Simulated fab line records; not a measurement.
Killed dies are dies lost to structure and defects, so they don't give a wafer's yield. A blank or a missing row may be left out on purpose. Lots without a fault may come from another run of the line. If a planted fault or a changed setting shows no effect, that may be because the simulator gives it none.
A single fault, viewed from 2 desks | flow n5-finfet | numbers are kept per desk, each desk with only its own; the story behind them comes last
Where a reading is given only as a bound, like >300, the bound stands for it, and a mean or a difference that rests on one is marked > or <: the true number lies beyond.

== TOOL OWNER'S DESK, pecvd-02 ==
The tool's own readings at N5_BEOL_M15_DEP_53 (deposits SiCN from 3MS/NH3, target thk 50 nm, time 17.8 s): means of the sampled wafers that have a number, for each lot that ran on this tool. Marked OUT: a lot whose mean sits more than 4 standard deviations from the usual mean, which makes it out of limits; the brackets give that distance.
Columns: A = showerhead-plenum-p-Torr at N5_BEOL_M15_DEP_53, usual 4.164 Torr; B = throttle-valve-pct at N5_BEOL_M15_DEP_53, usual 17.8 %
lot  | first seen here | A     | B
L112 | day 13 18:41    | 4.168 | 17.9
L111 | day 13 23:29    | 4.160 | 17.4
L121 | day 16 14:22    | 4.165 | 17.6
L124 | day 16 17:56    | 4.171 | 17.5
This desk found nothing out of limits on any of the 4 lots.

== THE DEFECT DESK ==
Inspection counts along the route, by lot: the mean over sampled wafers that carry a number. Marked OUT: a lot whose mean sits more than 4 standard deviations from the usual mean, which makes it out of limits; the brackets give that distance.
Columns: A = raw-defect-count at N5_BEOL_M15_INSPECT_55, usual 73; B = raw-defect-count at N5_MIM_TOP_LITHO_INSPECT_12, usual 2.3
lot  | first seen here | A             | B
L105 | day 12 05:33    | 65            | 0.7
L106 | day 12 12:13    | 73            | 3.0
L109 | day 13 03:41    | 96            | 3.0
L112 | day 13 18:46    | 61            | 2.0
L111 | day 13 23:35    | 81            | 3.0
L115 | day 14 08:08    | 62            | 2.7
L118 | day 15 00:35    | 56            | 2.0
L121 | day 16 14:27    | 718 (+28) OUT | >300 (+99 or more) OUT
L124 | day 16 18:01    | 731 (+29) OUT | >300 (+99 or more) OUT
L127 | day 18 10:13    | 86            | 1.7
This desk finds L121, L124 out of limits, L121 being first, at day 16 14:27 (raw-defect-count at N5_BEOL_M15_INSPECT_55). L105, L106, L109, L112, L111, L115, L118, L127 stayed within limits.

== TAKEN TOGETHER ==
The defect desk could have raised an alarm at day 16 14:27, on L121, L124.
Nothing out of limits was seen by the tool owner's desk.
Tool owner's desk: L121, L124 on record, inside its limits.
N5_BEOL_M15_DEP_53 was run on pecvd-02 by each of the lots named.

== WHAT HAD BEEN PUT IN BY THE SIMULATOR ==
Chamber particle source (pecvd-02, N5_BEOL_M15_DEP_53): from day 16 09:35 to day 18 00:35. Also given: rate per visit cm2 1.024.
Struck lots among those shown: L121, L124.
Hours from the fault's start to each desk's first reading out of limits: the defect desk, 5.
